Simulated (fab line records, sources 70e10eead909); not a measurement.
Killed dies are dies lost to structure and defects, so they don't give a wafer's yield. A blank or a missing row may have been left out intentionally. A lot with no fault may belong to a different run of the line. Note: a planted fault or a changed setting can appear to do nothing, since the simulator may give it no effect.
The tool behind it: which one? | flow nand harc | 11 lots with 33 wafers sampled at 5 steps, on a route of 1302 steps

WHAT THE GAUGES READ, wafer by wafer
NHARC_P_ZERO_WELL_CD_MEAS_24 targets a cd of 720 nm. Usual: cd nm at 717.9 nm, with a standard deviation of 1.7.
lot  | measured     | on        | cd nm (nm)                          | flag
L399 | day 2 18:28  | cd sem-01 | 719.7 720.9 718.9                   |
L401 | day 3 14:41  | cd sem-02 | 719.3 719.4 717.6                   |
L402 | day 4 00:50  | cd sem-02 | 716.4 713.9 715.6                   |
L404 | day 4 20:35  | cd sem-02 | 720.8 715.4 715.6                   |
L406 | day 5 16:43  | cd sem-02 | 716.3 717.7 716.4                   |
L409 | day 6 22:28  | cd sem-03 | 718.9 717.2 721.2                   |
L410 | day 7 08:28  | cd sem-02 | 719.5 721.0 720.6                   |
L411 | day 7 18:35  | cd sem-02 | 717.1 717.6 714.0                   |
L414 | day 9 00:28  | cd sem-03 | 718.5 716.9 716.9                   |
L416 | day 9 20:27  | cd sem-02 | 724.3 723.8 725.9 724.9 724.0 726.3 | OFF
L419 | day 11 02:27 | cd sem-01 | 727.2 726.9 723.2 727.3 726.5 723.3 | OFF

NHARC_P_STI_INSPECT_25. Usual: raw defect count at 222, with a standard deviation of 77.
lot  | measured     | on                | raw defect count | flag
L399 | day 5 02:02  | defect inspect-02 | 256 190 258      |
L401 | day 5 17:01  | defect inspect-01 | 190 229 206      |
L402 | day 6 00:17  | defect inspect-01 | 391 232 150      |
L404 | day 6 19:18  | defect inspect-01 | 229 210 185      |
L406 | day 7 20:47  | defect inspect-02 | 113 129 146      |
L409 | day 8 20:41  | defect inspect-01 | 179 156 172      |
L410 | day 9 08:29  | defect inspect-01 | 202 228 293      |
L411 | day 10 00:29 | defect inspect-01 | 365 235 270      |
L414 | day 11 00:22 | defect inspect-01 | 112 140 189      |
L416 | day 11 21:02 | defect inspect-02 | 132 106 193      |
L419 | day 13 05:11 | defect inspect-02 | 157 202 125      |

WHAT TOOL EACH LOT RAN ON (gives the tool, then ch and the chambers of the sampled wafers, and finally the start)
lot  | NHARC_P_ZERO_WELL_ETCH_62                    | NHARC_P_ZERO_WELL_ETCH_63        | NHARC_P_ZERO_WELL_PEB_22
L399 | rie diel-08 ch 0,1,2, day 2 17:32 or earlier | rie si-02 ch 0,2,3, day 2 17:32  | litho track-03 ch 0, day 2 18:22
L401 | rie diel-06 ch 0,1,2, day 3 13:46 or earlier | rie si-02 ch 0,2, day 3 13:46    | litho track-05 ch 0, day 3 14:36
L402 | rie diel-06 ch 0,1, day 3 23:54 or earlier   | rie si-05 ch 0,1,3, day 3 23:54  | litho track-03 ch 0, day 4 00:44
L404 | rie diel-08 ch 0,1,2, day 4 19:39 or earlier | rie si-05 ch 1,2, day 4 19:39    | litho track-03 ch 0, day 4 20:29
L406 | rie diel-07 ch 0,1,3, day 5 15:47 or earlier | rie si-01 ch 0,1,3, day 5 15:47  | litho track-03 ch 0, day 5 16:37
L409 | rie diel-07 ch 2,3, day 6 21:41 or earlier   | rie si-01 ch 1,2,3, day 6 21:41  | litho track-05 ch 0, day 6 22:22
L410 | rie diel-07 ch 0,2, day 7 07:39 or earlier   | rie si-01 ch 0,2,3, day 7 07:39  | litho track-07 ch 0, day 7 08:22
L411 | rie diel-08 ch 0,3, day 7 17:48 or earlier   | rie si-05 ch 2,3, day 7 17:48    | litho track-05 ch 0, day 7 18:30
L414 | rie diel-08 ch 0,1,3, day 8 23:32 or earlier | rie si-01 ch 0,1,2, day 8 23:32  | litho track-05 ch 0, day 9 00:22
L416 | rie diel-06 ch 0,1,3, day 9 19:40 or earlier | rie si-02 ch 0,1, day 9 19:40    | litho track-05 ch 0, day 9 20:22
L419 | rie diel-07 ch 0,1, day 11 01:33 or earlier  | rie si-05 ch 0,2,3, day 11 01:33 | litho track-05 ch 0, day 11 02:22
- NHARC_P_ZERO_WELL_ETCH_62: etches the open film in CHF3/Ar, target depth 13 nm, time 6.5 s.
- NHARC_P_ZERO_WELL_ETCH_63: etches the open film in HBr/Cl2, target depth 120 nm, time 40.1 s.
- NHARC_P_ZERO_WELL_PEB_22: peb time 85 s.

WHAT THE TOOLS THEMSELVES READ (means of the sampled wafers that have a number; where no wafer has one, the mark that the record gives instead)
NHARC_P_ZERO_WELL_ETCH_62. Usual: chamber pressure mTorr 24.999 mTorr, standard deviation 0.025; drypump motor current A 5.5 A, standard deviation 0.4; oes product au 0.962 a.u., standard deviation 0.017; rf vpp V 371.4 V, standard deviation 1.9; showerhead plenum p Torr 2.38 Torr, standard deviation 0.079; throttle valve pct 20.217 %, standard deviation 0.0094.
lot  | tool        | chamber pressure mTorr (mTorr) | drypump motor current A (A) | oes product au (a.u.) | rf vpp V (V) | showerhead plenum p Torr (Torr) | throttle valve pct (%) | flag
L399 | rie diel-08 | 24.977                         | 5.5                         | 0.974                 | 372.4        | 2.39                            | 20.214                 |
L401 | rie diel-06 | 25.001                         | 5.9                         | 0.940                 | 371.6        | 2.40                            | 20.222                 |
L402 | rie diel-06 | 24.993                         | 5.6                         | 0.952                 | 373.0        | 2.47                            | 20.205                 |
L404 | rie diel-08 | 25.024                         | 5.5                         | 0.967                 | 371.6        | 2.39                            | 20.215                 |
L406 | rie diel-07 | 25.006                         | 5.5                         | 0.936                 | 372.1        | 2.43                            | 20.207                 |
L409 | rie diel-07 | 25.026                         | 5.3                         | 0.981                 | 371.5        | 2.38                            | 20.222                 |
L410 | rie diel-07 | 25.009                         | 5.5                         | 0.949                 | 373.1        | 2.48                            | 20.220                 |
L411 | rie diel-08 | 24.998                         | 5.3                         | 0.970                 | 370.6        | 2.33                            | 20.217                 |
L414 | rie diel-08 | 24.991                         | 5.5                         | 0.966                 | 371.5        | 2.34                            | 20.224                 |
L416 | rie diel-06 | 25.001                         | 5.7                         | 0.975                 | 372.2        | 2.40                            | 20.220                 |
L419 | rie diel-07 | 25.016                         | 5.4                         | 0.960                 | 372.5        | 2.45                            | 20.214                 |

NHARC_P_ZERO_WELL_ETCH_63. Usual: chamber pressure mTorr 15.000 mTorr, standard deviation 0.014; drypump motor current A 5.63 A, standard deviation 0.3; he backside leak sccm 2.75 sccm, standard deviation 0.26; oes product au 0.998 a.u., standard deviation 0.01; throttle valve pct 26.405 %, standard deviation 0.0084.
lot  | tool      | chamber pressure mTorr (mTorr) | drypump motor current A (A) | he backside leak sccm (sccm) | oes product au (a.u.) | throttle valve pct (%) | flag
L399 | rie si-02 | 14.991                         | 5.31                        | 2.76                         | 0.997                 | 26.400                 |
L401 | rie si-02 | 15.002                         | 5.15                        | 2.68                         | 0.998                 | 26.412                 |
L402 | rie si-05 | 14.992                         | 5.89                        | 2.72                         | 0.998                 | 26.412                 |
L404 | rie si-05 | 14.996                         | 5.67                        | 2.75                         | 1.004                 | 26.404                 |
L406 | rie si-01 | 14.999                         | 5.79                        | 2.48                         | 0.982                 | 26.394                 |
L409 | rie si-01 | 14.993                         | 5.70                        | 2.72                         | 1.006                 | 26.402                 |
L410 | rie si-01 | 15.003                         | 5.82                        | 2.69                         | 0.997                 | 26.405                 |
L411 | rie si-05 | 15.007                         | 5.75                        | 2.90                         | 1.001                 | 26.394                 |
L414 | rie si-01 | 15.006                         | 5.73                        | 2.57                         | 0.996                 | 26.408                 |
L416 | rie si-02 | 15.000                         | 5.40                        | 2.80                         | 0.993                 | 26.402                 |
L419 | rie si-05 | 15.005                         | 5.90                        | 2.64                         | 0.998                 | 26.405                 |

NHARC_P_ZERO_WELL_PEB_22. Usual: exhaust pa 45.0 Pa, standard deviation 0.81; heater power total W 163.98 W, standard deviation 0.27; plate temp C 117.98 C, standard deviation 0.14.
lot  | tool           | exhaust pa (Pa) | heater power total W (W) | plate temp C (C) | flag
L399 | litho track-03 | 44.7            | 164.02                   | 117.97           |
L401 | litho track-05 | 44.9            | 163.66                   | 118.01           |
L402 | litho track-03 | 45.8            | 164.04                   | 117.95           |
L404 | litho track-03 | 44.1            | 164.09                   | 118.03           |
L406 | litho track-03 | 44.5            | 164.14                   | 117.94           |
L409 | litho track-05 | 45.4            | 164.16                   | 118.08           |
L410 | litho track-07 | 44.9            | 163.72                   | 118.01           |
L411 | litho track-05 | 44.6            | 164.18                   | 117.97           |
L414 | litho track-05 | 44.5            | 164.04                   | 117.89           |
L416 | litho track-05 | 44.4            | 176.41                   | 124.56           | OFF
L419 | litho track-05 | 45.4            | 176.06                   | 124.54           | OFF

THE ANSWER, worked out from the rows above alone
Rule: a lot is off if the mean of its wafers that have a number lies more than 3 standard deviations from the usual mean. A lot without any number at a reading at which 4 lots or more have one is off too. Where the step has rows for the other lots, those lots are counted as sound. The gauges are gone through in route order, then the tools' own readings, and for those a lot's mean is taken as printed above. The first step at which some lot is off is used, and at that step the reading that is off furthest; a lot without a number counts as furthest.
Off: L416, L419 (NHARC_P_ZERO_WELL_CD_MEAS_24, cd nm).
If a tool, at a process step before that reading, ran all the lots that are off and no sound lot after the first of them, it fits. Not tried: the gauges at NHARC_P_ZERO_WELL_CD_MEAS_24; whatever is off there is also off at NHARC_P_ZERO_WELL_PEB_22, on other tools, and gauge error can't account for it. NHARC_P_ZERO_WELL_ETCH_62 gives no start for some lots, so the hours and the order of its lots are those of NHARC_P_ZERO_WELL_ETCH_63. One fits: litho track-05 at NHARC_P_ZERO_WELL_PEB_22. A fault onset in the window from L414 (day 9 00:22, its last sound lot) to L416 (day 9 20:22, its first lot off) fits.
The tool's own readings at NHARC_P_ZERO_WELL_PEB_22 bear it out: on the lots that are off they differ by more than 5 times the standard deviation of the sound lots' means. heater power total W reads 176.24 W there against 164.01 W on the sound lots; plate temp C reads 124.55 C there against 117.98 C on the sound lots.

WHAT THE SIMULATOR HAD PUT IN
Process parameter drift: litho track-05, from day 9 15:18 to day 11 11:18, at NHARC_P_ZERO_WELL_PEB_22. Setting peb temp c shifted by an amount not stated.
Struck lots among those shown: L416, L419. Same finding as the rule above.
